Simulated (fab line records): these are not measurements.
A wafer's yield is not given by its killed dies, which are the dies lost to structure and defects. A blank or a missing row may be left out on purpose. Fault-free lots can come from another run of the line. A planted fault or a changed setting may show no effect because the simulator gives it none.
A lot that was struck, set against a sound lot	flow nand-harc	15 steps out of a route of 1302
Sound: wafers L758.2, L758.4, L758.5. Wafers struck: L768.3, L768.4, L768.6. The cause comes at the end.
For every step that has rows: the tool of each side, followed by ch and its chambers, followed by its first start. Under that, the readings that differ: sound wafers	struck wafers	difference of the means	sigmas: that difference in standard deviations of wafers without a fault.
alike: a reading whose means differ by less than 2 such deviations, as well as words and numbers matching on both sides. not compared: withheld readings; readings where some wafer has no value; bounds like >300 that might hide an equal value; numbers whose values overlap and for which the record gives no deviation.
Wherever a step has rows on one side only, a row that says differs or no value, or a row with sigmas, the two part there. Numbers that don't overlap but have no deviation are shown without sigmas and don't part them. Lack of a reading on every wafer of one side parts them only where that side has two or more wafers.

NHARC_A_SGD_CUT_THK_MEAS_22: measures by ellipsometry.
  sound: film-metro-01 at day 21 02:43; struck: film-metro-01 at day 25 07:15
  alike: thk-nm
then, 2 steps without rows for these wafers: NHARC_A_SGD_CUT_SRD_23; NHARC_A_SGD_CUT_ETCH_26 (etches SiO2 in dHF, target depth 45.8 nm).
NHARC_A_SGD_CUT_ETCHBACK_24: etches the open film in CH3F/O2, target depth 50 nm, time 92.857 s.
  sound on rie-diel-05 ch 0,3, day 21 02:56; struck on rie-diel-13 ch 1,3, day 25 07:29
  alike: drypump-motor-current-A, oes-product-au, rf-vpp-V, showerhead-plenum-p-Torr, throttle-valve-pct
  not compared: rf-hours-counter-h
NHARC_A_SGD_CUT_STRIP_28: strips in O2, time 20 s.
  sound on rie-diel-05 ch 0,1,3; struck on rie-diel-13 ch 0,1,2
  alike: drypump-motor-current-A, oes-product-au, rf-vpp-V, showerhead-plenum-p-Torr, throttle-valve-pct
  not compared: rf-hours-counter-h
NHARC_A_SGD_CUT_INSPECT_25:
  sound: defect-inspect-01 at day 21 03:10; struck: defect-inspect-01 at day 25 07:43
  alike: raw-defect-count
NHARC_A_SLIT_DEP_25: deposits SiO2, target thk 200 nm.
  sound on pecvd-04 ch 0,1,2, day 21 03:19; struck on pecvd-02 ch 0,2, day 25 07:49
  alike: heater-power-w, throttle-valve-pct
  not compared: since-wet-clean-h
NHARC_A_SLIT_DEP_00: deposits aC, target thk 6200 nm.
  sound on acl-dep-02 ch 0, day 21 05:04; struck on acl-dep-03 ch 0, day 25 09:21
  alike: throttle-valve-pct
NHARC_A_SLIT_DEP_23: deposits SiON, target thk 100 nm.
  sound on pecvd-03 ch 2, day 21 08:14; struck on pecvd-04 ch 1,2, day 25 11:52
  alike: heater-power-w
  not compared: since-wet-clean-h
then, 3 steps without rows for these wafers: NHARC_A_SLIT_DEHYDRATE_01 (time 120 s); NHARC_A_SLIT_HMDS_02 (time 30 s); NHARC_A_SLIT_COAT_03 (resist thk 90 nm).
NHARC_A_SLIT_SOFTBAKE_04: time 55 s.
  sound on litho-track-04 ch 0, day 21 08:00; struck on litho-track-01 ch 0, day 25 12:00
reading	sound	struck	difference	sigmas
heater-power-total-W (W)	188.56 188.40 188.67	193.44 193.03 193.42	+4.75	+34
then, 2 steps without rows for these wafers: NHARC_A_SLIT_EBR_05; NHARC_END_SORT_01.

WHERE THEY PART
Only at NHARC_A_SLIT_SOFTBAKE_04, within this record.

WHY: what the simulator had put in
Process parameter drift: litho-track-01, from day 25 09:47 on, at NHARC_A_SLIT_SOFTBAKE_04. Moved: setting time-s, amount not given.
